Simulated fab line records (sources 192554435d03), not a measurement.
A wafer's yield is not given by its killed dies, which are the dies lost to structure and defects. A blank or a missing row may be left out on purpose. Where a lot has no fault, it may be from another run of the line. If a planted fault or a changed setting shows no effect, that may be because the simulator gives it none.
Split-lot trial | flow n5Finfet | on a route of 1938 steps: 7 lots, 21 wafers read

THE SPLIT ITSELF
At N5_BEOL_M15_EXPOSE_07 (exposes mask V14), the setting doseMj was moved away from the recipe's 41.25 on 7 of the 21 wafers read, by -6.9% to +6.7%. The other wafers ran this setting at the recipe's value.

FROM THE SPLIT TO THE READING: what the file shows between them, 3 steps
- N5_BEOL_M15_PEB_08: peb time 90 s
- N5_BEOL_M15_DEVELOP_09: develop time 45 s
- N5_BEOL_M15_HARDBAKE_14: time 120 s

THE READING
cdNm (nm) at N5_BEOL_M15_CD_MEAS_10, where the cd target is 360 nm. Typical for fault-free wafers on this fab line: 360.7 nm, with standard deviation 2.6 nm.

wafer  | tool, chamber at the split | doseMj as run | against the recipe | cdNm, nm | against lot-mates on the recipe
L074.1 | krfScanner-01, 0           | 41.25         | recipe             | 360.3    | -
L074.4 | krfScanner-01, 0           | 41.25         | recipe             | 361.8    | -
L074.5 | krfScanner-01, 0           | 41.25         | recipe             | 363.7    | -
L077.1 | krfScanner-01, 0           | 41.25         | recipe             | 356.8    | -
L077.3 | krfScanner-01, 0           | 41.25         | recipe             | 359.7    | -
L077.4 | krfScanner-01, 0           | 41.25         | recipe             | 358.5    | -
L079.1 | krfScanner-01, 0           | 41.25         | recipe             | 362.9    | -
L079.2 | krfScanner-01, 0           | 41.25         | recipe             | 363.1    | -
L079.3 | krfScanner-01, 0           | 41.25         | recipe             | 361.0    | -
L084.1 | krfScanner-02, 0           | 39.52         | -4.2%              | 358.0    | -4.8
L084.3 | krfScanner-02, 0           | 41.25         | recipe             | 363.1    | -
L084.6 | krfScanner-02, 0           | 41.25         | recipe             | 362.5    | -
L085.2 | krfScanner-01, 0           | 41.25         | recipe             | 363.0    | -
L085.4 | krfScanner-01, 0           | 39.66         | -3.9%              | 355.3    | -7.7
L085.5 | krfScanner-01, 0           | 39.66         | -3.9%              | 359.4    | -3.6
L088.1 | krfScanner-01, 0           | 44            | +6.7%              | 375.0    | +10.4
L088.4 | krfScanner-01, 0           | 44            | +6.7%              | 372.8    | +8.2
L088.5 | krfScanner-01, 0           | 41.25         | recipe             | 364.6    | -
L096.1 | krfScanner-02, 0           | 38.42         | -6.9%              | 353.2    | -12.1
L096.3 | krfScanner-02, 0           | 41.25         | recipe             | 365.3    | -
L096.6 | krfScanner-02, 0           | 38.42         | -6.9%              | 351.5    | -13.8

THE FIT
A straight line over all 21 wafers: cdNm changes by +1.51 nm for each +1% of doseMj; r = +0.92; the points scatter about the line by 2.3 nm.
The same after taking each lot's own level away (the mean of its wafers on the recipe; 21 wafers): +1.58 nm for each +1%; r = +0.97; scatter 1.5 nm.
Per that fit: largest doseMj move, reading shift of 11 nm.
The lots' own levels span 358.33 to 365.30 nm, that is 2.7 times the standard deviation above.
The two slopes agree, so the slope changes little with the lot-to-lot level.
Check: with one of the wafers moved furthest among these (-6.9%) left out of the fit, the line predicts -10.7 nm for it against its lot-mates. Against them it came out at -12.1 nm.

OTHER SPLITS APPLIED TO THESE WAFERS
Note: prior to the reading, these wafers also went through further splits. Each is held against what the fit with the lots' levels taken away leaves over:
other split on the same wafers | wafers away from the commonest value | r with cdNm (lot level and that fit taken away)
N5_BEOL_M13_COAT_04 spinRpm    | 8                                    | +0.00
N5_BEOL_M13_EXPOSE_07 doseMj   | 7                                    | +0.11
N5_BEOL_M15_ILD_DEP_00 timeS   | 5                                    | +0.16

FILE'S OWN FIT
cdNm changes by +1.56 nm for each +1% of doseMj, r = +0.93.
